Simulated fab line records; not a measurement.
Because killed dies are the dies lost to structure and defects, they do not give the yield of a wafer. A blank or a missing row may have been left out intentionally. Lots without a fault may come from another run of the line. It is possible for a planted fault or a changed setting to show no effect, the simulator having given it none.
fab line records | flow n5-finfet
record: lots: 7 | wafers: 21
route steps=1938 shown ZERO_LAYER@6 FIN_SAQP@99 DUMMY_GATE@215 SD_EPI_N@267
start-h: start of the lot's first displayed wafer, in hours after the record's first day | wait-h: time in hours since the lot's previous step | " identical to the entry in the row above | L1.1+2: several wafers, shown together as one row | - either no value or no given start | * or withheld: withheld | < > ~ a bound
route shown NAME@n: NAME is a module with steps in the file, n the number in the route of the first one | usual: the fault-free wafers' mean and standard deviation | same: alike in all rows | chamber/n: place in a boat | sites: readings site by site | _std_site: how widely they spread, as a standard deviation | _edge_site: inner sites' mean taken away from outer sites' mean | radius-mm: how far each site lies from the wafer's centre | mask NAME#n: copy n | behind: tool/chamber where the wafer was last shaped | hold: why the lot was held/for how many hours/how that ended | device: the n, p or np transistor that did not switch | end of line: the route-end tests of the same wafers | a step with no rows: only its recipe | killed: not the wafer's yield, but the dies lost to structure and defects at the first sort | map: the dies of a wafer, with x for killed, . for not killed, _ for no die there
set.NAME: the setting the step ran with; set.NAME@STEP: the setting that earlier step ran with | model.NAME: the simulator's own value behind a step, which no gauge read
lots where settings were altered on purpose, with a table for each step and a row for each wafer
== steps ==
step: N5_ZERO_LAYER_COAT_05
recipe: spin-rpm: 1500 | resist-thk-nm: 1000
lot.wafer | tool           | chamber | start-h | wait-h | set.spin-rpm | model.coat_of_ZERO_LAYER_COAT_05.thk-nm
L080.1    | litho-track-04 | 0       | -       | -      | 1500         | 1001
L080.3    | "              | 0       | "       | "      | 1500         | 1000
L080.6    | "              | 0       | "       | "      | 1500         | 999.1
L081.1    | litho-track-04 | 0       | -       | -      | 1614         | 961.5
L081.4    | "              | 0       | "       | "      | 1500         | 997.7
L081.6    | "              | 0       | "       | "      | 1614         | 962.2
L082.2    | litho-track-03 | 0       | -       | -      | 1500         | 999.4
L082.4    | "              | 0       | "       | "      | 1500         | 1004
L082.5    | "              | 0       | "       | "      | 1500         | 1002
L083.4    | litho-track-02 | 0       | -       | -      | 1500         | 1001
L083.5    | "              | 0       | "       | "      | 1351         | 1058
L083.6    | "              | 0       | "       | "      | 1351         | 1060
L089.2    | litho-track-03 | 0       | -       | -      | 1500         | 999.9
L089.3    | "              | 0       | "       | "      | 1500         | 1002
L089.4    | "              | 0       | "       | "      | 1500         | 999.5
L093.1    | litho-track-04 | 0       | -       | -      | 1500         | 1003
L093.4    | "              | 0       | "       | "      | 1500         | 997.4
L093.5    | "              | 0       | "       | "      | 1500         | 999.4
L094.2    | litho-track-03 | 0       | -       | -      | 1500         | 999
L094.3    | "              | 0       | "       | "      | 1500         | 1001
L094.6    | "              | 0       | "       | "      | 1500         | 997.1
step: N5_ZERO_LAYER_DEVELOP_10
recipe: develop-time-s: 60 | rinse-liquid: diw | dry: air-spin | dev-temp-c: 21
lot.wafer  | tool           | chamber | start-h | wait-h | set.develop-time-s
L080.1+3+6 | litho-track-02 | 0       | -       | -      | 60
L081.1+4+6 | litho-track-04 | 0       | -       | -      | 60
L082.2+5   | litho-track-04 | 0       | -       | -      | 54.75
L082.4     | "              | 0       | "       | "      | 60
L083.4+5+6 | litho-track-02 | 0       | -       | -      | 60
L089.2     | litho-track-03 | 0       | -       | -      | 60
L089.3+4   | "              | 0       | "       | "      | 63.67
L093.1+4+5 | litho-track-04 | 0       | -       | -      | 60
L094.2+6   | litho-track-03 | 0       | -       | -      | 60
L094.3     | "              | 0       | "       | "      | 53.2
step: N5_ZERO_LAYER_HARDBAKE_23
recipe: temp-c: 130 | time-s: 120
step: N5_ZERO_LAYER_ETCH_17
recipe: chemistry: CF4 | target: SiO2 | target-depth-a: 120 | time-s: 13.3 | ion-energy-ev: 350 | pressure-mtorr: 40 | source-w: 450 | bias-w: 215 | Ar_flow_sccm: 100 | cf4-flow-sccm: 100
step: N5_ZERO_LAYER_ETCH_18
recipe: chemistry: HBr/Cl2 | target: Si | target-depth-a: 1200 | time-s: 40 | pressure-mtorr: 10 | icp-w: 800 | bias-w: 75 | HBr_flow_sccm: 150 | Cl2_flow_sccm: 80
step: N5_ZERO_LAYER_STRIP_24
recipe: chemistry: O2 | power-w: 1000 | temp-c: 250 | overash-fraction: 0.3 | pressure-mtorr: 1000 | o2-flow-sccm: 6750
usual: strip-time-to-endpoint-s: 43.87/0.084
lot.wafer | tool            | chamber | start-h | wait-h | set.spin-rpm@ZERO_LAYER_COAT_05 | strip-time-to-endpoint-s
L080.1    | plasma-asher-01 | 0       | 48.89   | 0.1    | 1500                            | 43.89
L080.3    | "               | 0       | "       | "      | 1500                            | 43.86
L080.6    | "               | 1       | "       | "      | 1500                            | 43.79
L081.1    | plasma-asher-01 | 1       | 54.89   | 0.1    | 1614                            | 42.69
L081.4    | "               | 1       | "       | "      | 1500                            | 43.77
L081.6    | "               | 0       | "       | "      | 1614                            | 42.74
L082.2    | plasma-asher-01 | 0       | 61.33   | 0.1    | 1500                            | 43.81
L082.4    | "               | 0       | "       | "      | 1500                            | 43.98
L082.5    | "               | 0       | "       | "      | 1500                            | 43.91
L083.4    | plasma-asher-02 | 1       | 67.10   | 0.1    | 1500                            | 43.87
L083.5    | "               | 0       | "       | "      | 1351                            | 45.56
L083.6    | "               | 1       | "       | "      | 1351                            | 45.63
L089.2    | plasma-asher-01 | 1       | 102.92  | 0.1    | 1500                            | 43.84
L089.3    | "               | 1       | "       | "      | 1500                            | 43.91
L089.4    | "               | 0       | "       | "      | 1500                            | 43.84
L093.1    | plasma-asher-02 | 0       | 126.90  | 0.1    | 1500                            | 43.90
L093.4    | "               | 0       | "       | "      | 1500                            | 43.80
L093.5    | "               | 1       | "       | "      | 1500                            | 43.84
L094.2    | plasma-asher-01 | 1       | 133.02  | 0.1    | 1500                            | 43.83
L094.3    | "               | 1       | "       | "      | 1500                            | 43.90
L094.6    | "               | 1       | "       | "      | 1500                            | 43.77
step: N5_FIN_SAQP_PECVD_48
recipe: material: SiNx | target-thk-a: 250 | temp-c: 400 | precursor: SiH4/NH3/N2 | pressure-torr: 1.5 | rf-w: 300 | time-s: 22.1
lot.wafer | tool     | chamber | start-h | wait-h | set.time-s | model.SiNx_of_FIN_SAQP_PECVD_48.thk-nm
L080.1    | pecvd-04 | 2       | 59.07   | 0.0    | 22.1       | 24.79
L080.3    | "        | 0       | "       | "      | 22.1       | 24.63
L080.6    | "        | 0       | "       | "      | 22.1       | 25.06
L081.1    | pecvd-02 | 0       | 63.05   | 0.0    | 23.94      | 27.04
L081.4    | "        | 0       | "       | "      | 22.1       | 24.96
L081.6    | "        | 1       | "       | "      | 22.1       | 24.95
L082.2    | pecvd-02 | 0       | 69.34   | 0.0    | 19.15      | 21.79
L082.4    | "        | 2       | "       | "      | 22.1       | 25.38
L082.5    | "        | 1       | "       | "      | 22.1       | 25.31
L083.4    | pecvd-01 | 2       | 76.66   | 0.0    | 22.1       | 24.94
L083.5    | "        | 1       | "       | "      | 22.1       | 24.87
L083.6    | "        | 0       | "       | "      | 22.1       | 25.19
L089.2    | pecvd-01 | 1       | 111.02  | 0.0    | 22.1       | 24.94
L089.3    | "        | 2       | "       | "      | 22.1       | 24.91
L089.4    | "        | 1       | "       | "      | 23.67      | 26.95
L093.1    | pecvd-01 | 2       | 139.34  | 0.0    | 22.1       | 24.9
L093.4    | "        | 1       | "       | "      | 22.1       | 25.32
L093.5    | "        | 0       | "       | "      | 22.1       | 25.21
L094.2    | pecvd-04 | 2       | 143.30  | 0.0    | 22.1       | 24.34
L094.3    | "        | 1       | "       | "      | 22.1       | 24.74
L094.6    | "        | 1       | "       | "      | 22.1       | 24.51
step: N5_FIN_SAQP_PECVD_06
recipe: material: a-Si | target-thk-a: 600 | temp-c: 400 | precursor: SiH4/He | pressure-torr: 3 | rf-w: 100 | time-s: 48.1
lot.wafer | tool     | chamber | start-h | wait-h | set.time-s | model.a-Si_of_FIN_SAQP_PECVD_06.thk-nm
L080.1    | pecvd-04 | 2       | 59.11   | 0.0    | 54.95      | 67.92
L080.3    | "        | 0       | "       | "      | 48.1       | 60.87
L080.6    | "        | 0       | "       | "      | 54.95      | 69.79
L081.1    | pecvd-02 | 0       | 63.09   | 0.0    | 48.1       | 59.7
L081.4    | "        | 0       | "       | "      | 45.32      | 57.13
L081.6    | "        | 1       | "       | "      | 48.1       | 59.85
L082.2    | pecvd-02 | 0       | 69.38   | 0.0    | 48.1       | 59.41
L082.4    | "        | 2       | "       | "      | 48.1       | 61.4
L082.5    | "        | 1       | "       | "      | 50.16      | 62.2
L083.4    | pecvd-01 | 2       | 76.70   | 0.0    | 48.1       | 60.03
L083.5    | "        | 1       | "       | "      | 48.1       | 59.48
L083.6    | "        | 0       | "       | "      | 48.1       | 60.15
L089.2    | pecvd-01 | 1       | 111.06  | 0.0    | 48.1       | 58.88
L089.3    | "        | 2       | "       | "      | 48.1       | 59.21
L089.4    | "        | 1       | "       | "      | 48.1       | 59.51
L093.1    | pecvd-01 | 2       | 139.38  | 0.0    | 48.1       | 58.51
L093.4    | "        | 1       | "       | "      | 48.1       | 59.27
L093.5    | "        | 0       | "       | "      | 48.1       | 59.02
L094.2    | pecvd-04 | 2       | 143.36  | 0.0    | 48.1       | 58.84
L094.3    | "        | 1       | "       | "      | 45.28      | 56.29
L094.6    | "        | 1       | "       | "      | 48.1       | 60.69
step: N5_FIN_SAQP_THK_MEAS_07
usual: thk-nm: 59.8/0.85
lot.wafer | tool          | chamber | start-h | wait-h | set.time-s@FIN_SAQP_PECVD_06 | thk-nm
L080.1    | film-metro-01 | -       | 59.20   | 0.1    | 54.95                        | 67.9
L080.3    | "             | -       | "       | "      | 48.1                         | 60.9
L080.6    | "             | -       | "       | "      | 54.95                        | 69.8
L081.1    | film-metro-01 | -       | 63.18   | 0.1    | 48.1                         | 59.7
L081.4    | "             | -       | "       | "      | 45.32                        | 57.1
L081.6    | "             | -       | "       | "      | 48.1                         | 59.8
L082.2    | film-metro-02 | -       | 69.47   | 0.1    | 48.1                         | 59.4
L082.4    | "             | -       | "       | "      | 48.1                         | 61.4
L082.5    | "             | -       | "       | "      | 50.16                        | 62.2
L083.4    | film-metro-02 | -       | 76.77   | 0.0    | 48.1                         | 60.0
L083.5    | "             | -       | "       | "      | 48.1                         | 59.5
L083.6    | "             | -       | "       | "      | 48.1                         | 60.1
L089.2    | film-metro-01 | -       | 111.15  | 0.1    | 48.1                         | 58.9
L089.3    | "             | -       | "       | "      | 48.1                         | 59.2
L089.4    | "             | -       | "       | "      | 48.1                         | 59.5
L093.1    | film-metro-02 | -       | 139.47  | 0.1    | 48.1                         | 58.4
L093.4    | "             | -       | "       | "      | 48.1                         | 59.2
L093.5    | "             | -       | "       | "      | 48.1                         | 59.0
L094.2    | film-metro-02 | -       | 143.48  | 0.1    | 48.1                         | 58.8
L094.3    | "             | -       | "       | "      | 45.28                        | 56.3
L094.6    | "             | -       | "       | "      | 48.1                         | 60.7
step: N5_FIN_SAQP_EXPOSE_13
recipe: mask-id: FIN_CORE | na: 1.35 | source-shape: dipole | sigma-inner: 0.538 | sigma-outer: 0.738 | polarization: te | target-cd-nm: 35.6 | dose-mj: 63.25
lot.wafer  | tool            | chamber | start-h | wait-h | mask       | set.dose-mj
L080.1+6   | arfi-scanner-01 | 0       | 59.43   | -      | FIN_CORE#0 | 63.25
L080.3     | "               | 0       | "       | "      | FIN_CORE#0 | 60.32
L081.1     | arfi-scanner-02 | 0       | 63.54   | -      | FIN_CORE#0 | 63.25
L081.4+6   | "               | 0       | "       | "      | FIN_CORE#0 | 65.18
L082.2+4+5 | arfi-scanner-01 | 0       | 69.83   | -      | FIN_CORE#0 | 63.25
L083.4     | arfi-scanner-02 | 0       | 77.14   | -      | FIN_CORE#0 | 63.25
L083.5+6   | "               | 0       | "       | "      | FIN_CORE#0 | 65.43
L089.2     | arfi-scanner-03 | 0       | 111.51  | -      | FIN_CORE#0 | 63.25
L089.3+4   | "               | 0       | "       | "      | FIN_CORE#0 | 60.1
L093.1+4+5 | arfi-scanner-01 | 0       | 139.70  | -      | FIN_CORE#0 | 63.25
L094.2+3   | arfi-scanner-01 | 0       | 143.72  | -      | FIN_CORE#0 | 60.59
L094.6     | "               | 0       | "       | "      | FIN_CORE#0 | 63.25
step: N5_FIN_SAQP_PEB_14
recipe: peb-temp-c: withheld | peb-time-s: 60 | resist: CAR-ArF
step: N5_FIN_SAQP_DEVELOP_15
recipe: develop-time-s: 30 | developer: TMAH | resist: CAR-ArF | dev-temp-c: 23 | rinse-liquid: diw | dry: air-spin
step: N5_FIN_SAQP_CD_MEAS_16
recipe: target-cd-nm: 35.6 | landing-energy-ev: 500 | detector: se-inlens
usual: cd-nm: 35.60/0.29
lot.wafer | tool      | chamber | start-h | wait-h | set.dose-mj@FIN_SAQP_EXPOSE_13 | cd-nm
L080.1    | cd-sem-02 | 0       | 59.55   | -      | 63.25                          | 35.80
L080.3    | "         | 0       | "       | "      | 60.32                          | 37.47
L080.6    | "         | 0       | "       | "      | 63.25                          | 35.72
L081.1    | cd-sem-02 | 0       | 63.67   | -      | 63.25                          | 35.30
L081.4    | "         | 0       | "       | "      | 65.18                          | 34.62
L081.6    | "         | 0       | "       | "      | 65.18                          | 34.22
L082.2    | cd-sem-03 | 0       | 69.96   | -      | 63.25                          | 35.74
L082.4    | "         | 0       | "       | "      | 63.25                          | 35.45
L082.5    | "         | 0       | "       | "      | 63.25                          | 35.72
L083.4    | cd-sem-02 | 0       | 77.26   | -      | 63.25                          | 35.56
L083.5    | "         | 0       | "       | "      | 65.43                          | 34.71
L083.6    | "         | 0       | "       | "      | 65.43                          | 34.21
L089.2    | cd-sem-01 | 0       | 111.63  | -      | 63.25                          | 35.04
L089.3    | "         | 0       | "       | "      | 60.1                           | 36.94
L089.4    | "         | 0       | "       | "      | 60.1                           | 37.00
L093.1    | cd-sem-03 | 0       | 139.83  | -      | 63.25                          | 35.42
L093.4    | "         | 0       | "       | "      | 63.25                          | 35.76
L093.5    | "         | 0       | "       | "      | 63.25                          | 35.76
L094.2    | cd-sem-03 | 0       | 143.84  | -      | 60.59                          | 37.27
L094.3    | "         | 0       | "       | "      | 60.59                          | 37.50
L094.6    | "         | 0       | "       | "      | 63.25                          | 35.86
step: N5_FIN_SAQP_HM_OPEN_73
recipe: chemistry: CHF3/O2 | target: SiO2 | stop-on: a-Si | target-depth-a: 120 | over-etch-frac: 1.8 | mask-material: SOC | time-s: 16.8 | pressure-mtorr: 30 | source-w: 650 | bias-w: 170 | Ar_flow_sccm: 200 | CHF3_flow_sccm: 50 | O2_flow_sccm: 5 | ion-energy-ev: 200 | ends: end-point
step: N5_FIN_SAQP_STRIP_74
recipe: chemistry: CHF3/O2 | resist: SiARC | rf-frequency-hz: 6e+07
step: N5_FIN_SAQP_MANDREL_ETCH_22
recipe: target-depth-a: 600 | chemistry: HBr/Cl2 | target: a-Si | stop-on: SiNx | bt-time-s: 10 | over-etch-frac: 0.5 | time-s: 30 | pressure-mtorr: 10 | icp-w: 800 | bias-w: 75 | HBr_flow_sccm: 150 | Cl2_flow_sccm: 80 | ends: end-point
lot.wafer | tool      | chamber | start-h | wait-h | set.time-s@FIN_SAQP_PECVD_48 | set.time-s@FIN_SAQP_PECVD_06 | model.etch.depth-nm | model.SiNx_of_FIN_SAQP_PECVD_48.thk-nm
L080.1    | rie-si-03 | 0       | 59.94   | 0.0    | 22.1                         | 54.95                        | 67.92               | 24.79
L080.3    | "         | 3       | "       | "      | 22.1                         | 48.1                         | 60.87               | 24.6
L080.6    | "         | 0       | "       | "      | 22.1                         | 54.95                        | 69.79               | 25.06
L081.1    | rie-si-03 | 3       | 64.78   | 0.0    | 23.94                        | 48.1                         | 59.7                | 27.01
L081.4    | "         | 1       | "       | "      | 22.1                         | 45.32                        | 57.13               | 24.94
L081.6    | "         | 0       | "       | "      | 22.1                         | 48.1                         | 59.85               | 24.95
L082.2    | rie-si-02 | 3       | 71.72   | 0.0    | 19.15                        | 48.1                         | 59.41               | 21.79
L082.4    | "         | 0       | "       | "      | 22.1                         | 48.1                         | 61.4                | 25.23
L082.5    | "         | 1       | "       | "      | 22.1                         | 50.16                        | 62.19               | 25.31
L083.4    | rie-si-03 | 1       | 78.97   | 0.0    | 22.1                         | 48.1                         | 60.03               | 24.92
L083.5    | "         | 3       | "       | "      | 22.1                         | 48.1                         | 59.48               | 24.84
L083.6    | "         | 2       | "       | "      | 22.1                         | 48.1                         | 60.13               | 25.15
L089.2    | rie-si-03 | 0       | 112.02  | 0.0    | 22.1                         | 48.1                         | 58.88               | 24.94
L089.3    | "         | 3       | "       | "      | 22.1                         | 48.1                         | 59.21               | 24.88
L089.4    | "         | 1       | "       | "      | 23.67                        | 48.1                         | 59.49               | 26.93
L093.1    | rie-si-03 | 1       | 140.21  | 0.0    | 22.1                         | 48.1                         | 58.51               | 24.88
L093.4    | "         | 2       | "       | "      | 22.1                         | 48.1                         | 59.27               | 25.28
L093.5    | "         | 3       | "       | "      | 22.1                         | 48.1                         | 59.02               | 25.18
L094.2    | rie-si-06 | 3       | 144.22  | 0.0    | 22.1                         | 48.1                         | 58.84               | 24.34
L094.3    | "         | 1       | "       | "      | 22.1                         | 45.28                        | 56.29               | 24.72
L094.6    | "         | 2       | "       | "      | 22.1                         | 48.1                         | 60.69               | 24.46
step: N5_FIN_SAQP_STRIP_55
recipe: chemistry: N2/H2 | power-w: 500 | temp-c: 40 | pressure-mtorr: 50 | rf-frequency-hz: 6e+07 | overash-fraction: 0.3 | bias-power-w: 28 | h2-frac: 0.5 | n2-flow-sccm: 300 | h2-flow-sccm: 300
step: N5_FIN_SAQP_STRIP_23
recipe: chemistry: SPM | time-s: 750 | temp-c: 130 | h2so4-h2o2-vol-ratio: 4
step: N5_FIN_SAQP_SRD_66
recipe: dry: ipa-marangoni | time-s: 30 | temp-c: 23 | rinse-liquid: diw
step: N5_FIN_SAQP_RECESS_75
recipe: chemistry: HF/NH3 | target: SiO2 | target-depth-a: 144 | afs-cycles: 3 | temp-c: 30 | sublimation-temp-c: 180 | sublimation-time-s: 60
step: N5_FIN_SAQP_SPACER1_ALD_24
recipe: material: SiO2 | target-thk-a: 203 | temp-c: 300 | ald-precursor-family: BDEAS | ald-co-reactant: O2-plasma | pulse-time-s: 1 | purge-time-s: 2 | co-reactant-purge-time-s: 2 | ald-cycles: 218 | pressure-torr: 2
lot.wafer | tool       | chamber | start-h | wait-h | set.time-s@FIN_SAQP_PECVD_06 | model.a-Si_of_FIN_SAQP_PECVD_06.thk-nm
L080.1    | ald-sin-04 | 1       | 60.75   | 0.3    | 54.95                        | 67.8
L080.3    | "          | 2       | "       | "      | 48.1                         | 60.6
L080.6    | "          | 0       | "       | "      | 54.95                        | 69.6
L081.1+6  | ald-sin-02 | 0,1     | 65.74   | 0.3    | 48.1                         | 59.6
L081.4    | "          | 2       | "       | "      | 45.32                        | 57
L082.2    | ald-sin-02 | 2       | 72.93   | 0.6    | 48.1                         | 59.2
L082.4    | "          | 1       | "       | "      | 48.1                         | 61.2
L082.5    | "          | 2       | "       | "      | 50.16                        | 62
L083.4    | ald-sin-04 | 3       | 79.88   | 0.1    | 48.1                         | 59.8
L083.5    | "          | 3       | "       | "      | 48.1                         | 59.4
L083.6    | "          | 2       | "       | "      | 48.1                         | 60
L089.2    | ald-sin-02 | 0       | 113.35  | 0.8    | 48.1                         | 58.8
L089.3    | "          | 2       | "       | "      | 48.1                         | 59
L089.4    | "          | 3       | "       | "      | 48.1                         | 59.4
L093.1    | ald-sin-02 | 1       | 141.02  | 0.3    | 48.1                         | 58.4
L093.4    | "          | 3       | "       | "      | 48.1                         | 59
L093.5    | "          | 3       | "       | "      | 48.1                         | 58.8
L094.2    | ald-sin-04 | 0       | 145.49  | 0.3    | 48.1                         | 58.6
L094.3    | "          | 3       | "       | "      | 45.28                        | 56.2
L094.6    | "          | 1       | "       | "      | 48.1                         | 60.6
step: N5_FIN_SAQP_SPACER1_ETCHBACK_25
recipe: chemistry: CHF3/O2 | mode: anisotropic-etchback | target: SiO2 | target-depth-a: 244 | time-s: 12.2 | pressure-mtorr: 30 | source-w: 650 | bias-w: 170 | Ar_flow_sccm: 200 | CHF3_flow_sccm: 50 | O2_flow_sccm: 5 | ion-energy-ev: 200
step: N5_FIN_SAQP_MANDREL1_REMOVE_56
recipe: chemistry: HBr/Cl2/O2 | bt-time-s: 10 | target: a-Si | stop-on: SiNx | endpoint: OES-SiCl | over-etch-frac: 1 | icp-w: 600 | bias-w: 22 | HBr_flow_sccm: 150 | Cl2_flow_sccm: 80 | O2_flow_sccm: 5 | pressure-mtorr: 10
step: N5_FIN_SAQP_ETCH_57
recipe: chemistry: CH3F/O2 | target: SiNx | mask-material: SiO2 | target-depth-a: 325 | time-s: 46.4 | pressure-mtorr: 30 | source-w: 395 | bias-w: 73 | Ar_flow_sccm: 150 | CH3F_flow_sccm: 30 | O2_flow_sccm: 20 | ion-energy-ev: 120 | ends: cleared
usual: etch-rf-on-time-s: 46.3/0.86
lot.wafer | tool        | chamber | start-h | wait-h | set.time-s@FIN_SAQP_PECVD_48 | etch-rf-on-time-s | model.etch.depth-nm
L080.1    | rie-diel-01 | 3       | 61.98   | 0.3    | 22.1                         | 45.1              | 24.79
L080.3    | "           | 0       | "       | "      | 22.1                         | 47.2              | 24.6
L080.6    | "           | 0       | "       | "      | 22.1                         | 47.3              | 25.06
L081.1    | rie-diel-01 | 2       | 67.14   | 0.3    | 23.94                        | 49.8              | 27.01
L081.4    | "           | 0       | "       | "      | 22.1                         | 47.1              | 24.94
L081.6    | "           | 0       | "       | "      | 22.1                         | 47.4              | 24.95
L082.2    | rie-diel-03 | 0       | 74.11   | 0.1    | 19.15                        | 41.0              | 21.79
L082.4    | "           | 3       | "       | "      | 22.1                         | 47.0              | 25.23
L082.5    | "           | 0       | "       | "      | 22.1                         | 47.8              | 25.31
L083.4    | rie-diel-04 | 0       | 80.92   | 0.1    | 22.1                         | 46.8              | 24.92
L083.5    | "           | 1       | "       | "      | 22.1                         | 46.1              | 24.84
L083.6    | "           | 0       | "       | "      | 22.1                         | 47.1              | 25.15
L089.2    | rie-diel-01 | 1       | 114.37  | 0.1    | 22.1                         | 45.6              | 24.94
L089.3    | "           | 2       | "       | "      | 22.1                         | 45.9              | 24.88
L089.4    | "           | 0       | "       | "      | 23.67                        | 49.1              | 26.93
L093.1    | rie-diel-03 | 2       | 141.98  | 0.0    | 22.1                         | 48.0              | 24.88
L093.4    | "           | 0       | "       | "      | 22.1                         | 47.7              | 25.28
L093.5    | "           | 3       | "       | "      | 22.1                         | 46.9              | 25.18
L094.2    | rie-diel-01 | 0       | 146.57  | 0.1    | 22.1                         | 44.7              | 24.34
L094.3    | "           | 3       | "       | "      | 22.1                         | 45.3              | 24.72
L094.6    | "           | 1       | "       | "      | 22.1                         | 45.4              | 24.46
step: N5_DUMMY_GATE_CVD_03
recipe: material: a-Si | target-thk-a: 1500 | temp-c: 530 | precursor: SiH4 | time-s: 8042
lot.wafer | tool     | chamber | start-h | wait-h | set.temp-c | model.a-Si_of_DUMMY_GATE_CVD_03.thk-nm
L080.1+6  | -        | -       | -       | 0.1    | 530        | 147.8
L080.3    | "        | -       | "       | "      | 530        | 148.8
L081.1    | -        | -       | -       | 0.1    | 530        | 149.6
L081.4    | "        | -       | "       | "      | 530        | 148.8
L081.6    | "        | -       | "       | "      | 530        | 149.8
L082.2    | -        | -       | -       | 0.1    | 521.9      | 121.2
L082.4    | "        | -       | "       | "      | 521.9      | 119.8
L082.5    | "        | -       | "       | "      | 521.9      | 120
L083.4    | -        | -       | -       | 0.1    | 530        | 150.8
L083.5    | "        | -       | "       | "      | 530        | 149.6
L083.6    | "        | -       | "       | "      | 530        | 150.4
L089.2+3  | -        | -       | -       | 0.1    | 515.6      | 98.4
L089.4    | "        | -       | "       | "      | 515.6      | 99.2
L093.1    | lpcvd-01 | 1/90    | 155.94  | 0.1    | 530        | 152
L093.4    | "        | 1/104   | "       | "      | 530        | 152.6
L093.5    | "        | 1/109   | "       | "      | 530        | 152.2
L094.2    | -        | -       | -       | 0.1    | 530        | 150.6
L094.3    | "        | -       | "       | "      | 530        | 152
L094.6    | "        | -       | "       | "      | 530        | 150.8
step: N5_SD_EPI_N_EXPOSE_06
recipe: mask-id: SD_N_BLK | na: 1.35 | source-shape: conventional | sigma-outer: 0.8 | polarization: unpolarized | target-cd-nm: 120 | dose-mj: 39.75
lot.wafer  | tool            | chamber | start-h | wait-h | mask       | set.dose-mj
L080.1+3+6 | arfi-scanner-01 | 0       | 86.20   | -      | SD_N_BLK#0 | 39.75
L081.1     | arfi-scanner-03 | 0       | 92.18   | -      | SD_N_BLK#0 | 39.75
L081.4+6   | "               | 0       | "       | "      | SD_N_BLK#0 | 37.41
L082.2+4   | arfi-scanner-02 | 0       | 101.58  | -      | SD_N_BLK#0 | 39.75
L082.5     | "               | 0       | "       | "      | SD_N_BLK#0 | 38.1
L083.4+5+6 | arfi-scanner-02 | 0       | 105.48  | -      | SD_N_BLK#0 | 39.75
L089.2+3   | arfi-scanner-01 | 0       | 138.50  | -      | SD_N_BLK#0 | 39.75
L089.4     | "               | 0       | "       | "      | SD_N_BLK#0 | 41.64
L093.1+4+5 | arfi-scanner-01 | 0       | 171.53  | -      | SD_N_BLK#0 | 39.75
L094.2+3   | arfi-scanner-02 | 0       | 172.84  | -      | SD_N_BLK#0 | 42.66
L094.6     | "               | 0       | "       | "      | SD_N_BLK#0 | 39.75
== key ==
split: step: N5_ZERO_LAYER_COAT_05 | setting: spin-rpm | stated: 1500 | by: wafer
response: step: N5_ZERO_LAYER_COAT_05 | reading: model.coat_of_ZERO_LAYER_COAT_05.thk-nm | change: -5.42 | per: 1% | r: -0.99
response: step: N5_ZERO_LAYER_STRIP_24 | reading: strip-time-to-endpoint-s | change: * | per: 1% | r: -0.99
split: step: N5_ZERO_LAYER_DEVELOP_10 | setting: develop-time-s | stated: 60 | by: wafer
response none clear
split: step: N5_FIN_SAQP_PECVD_48 | setting: time-s | stated: 22.1 | by: wafer
response: step: N5_FIN_SAQP_PECVD_48 | reading: model.SiNx_of_FIN_SAQP_PECVD_48.thk-nm | change: +0.266 | per: 1% | r: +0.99
response: step: N5_FIN_SAQP_MANDREL_ETCH_22 | reading: model.SiNx_of_FIN_SAQP_PECVD_48.thk-nm | change: +0.262 | per: 1% | r: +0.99
response: step: N5_FIN_SAQP_ETCH_57 | reading: etch-rf-on-time-s | change: * | per: 1% | r: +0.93
response: step: N5_FIN_SAQP_ETCH_57 | reading: model.etch.depth-nm | change: +0.262 | per: 1% | r: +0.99
split: step: N5_FIN_SAQP_PECVD_06 | setting: time-s | stated: 48.1 | by: wafer
response: step: N5_FIN_SAQP_PECVD_06 | reading: model.a-Si_of_FIN_SAQP_PECVD_06.thk-nm | change: +0.543 | per: 1% | r: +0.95
response: step: N5_FIN_SAQP_THK_MEAS_07 | reading: thk-nm | change: * | per: 1% | r: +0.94
response: step: N5_FIN_SAQP_MANDREL_ETCH_22 | reading: model.etch.depth-nm | change: +0.543 | per: 1% | r: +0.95
response: step: N5_FIN_SAQP_SPACER1_ALD_24 | reading: model.a-Si_of_FIN_SAQP_PECVD_06.thk-nm | change: +0.547 | per: 1% | r: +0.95
split: step: N5_FIN_SAQP_EXPOSE_13 | setting: dose-mj | stated: 63.25 | by: wafer
response: step: N5_FIN_SAQP_CD_MEAS_16 | reading: cd-nm | change: -0.357 | per: 1% | r: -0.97
split: step: N5_DUMMY_GATE_CVD_03 | setting: temp-c | stated: 530 | by: lot
response: step: N5_DUMMY_GATE_CVD_03 | reading: model.a-Si_of_DUMMY_GATE_CVD_03.thk-nm | change: +19.1 | per: 1% | r: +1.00
split: step: N5_SD_EPI_N_EXPOSE_06 | setting: dose-mj | stated: 39.75 | by: wafer
response none in this file
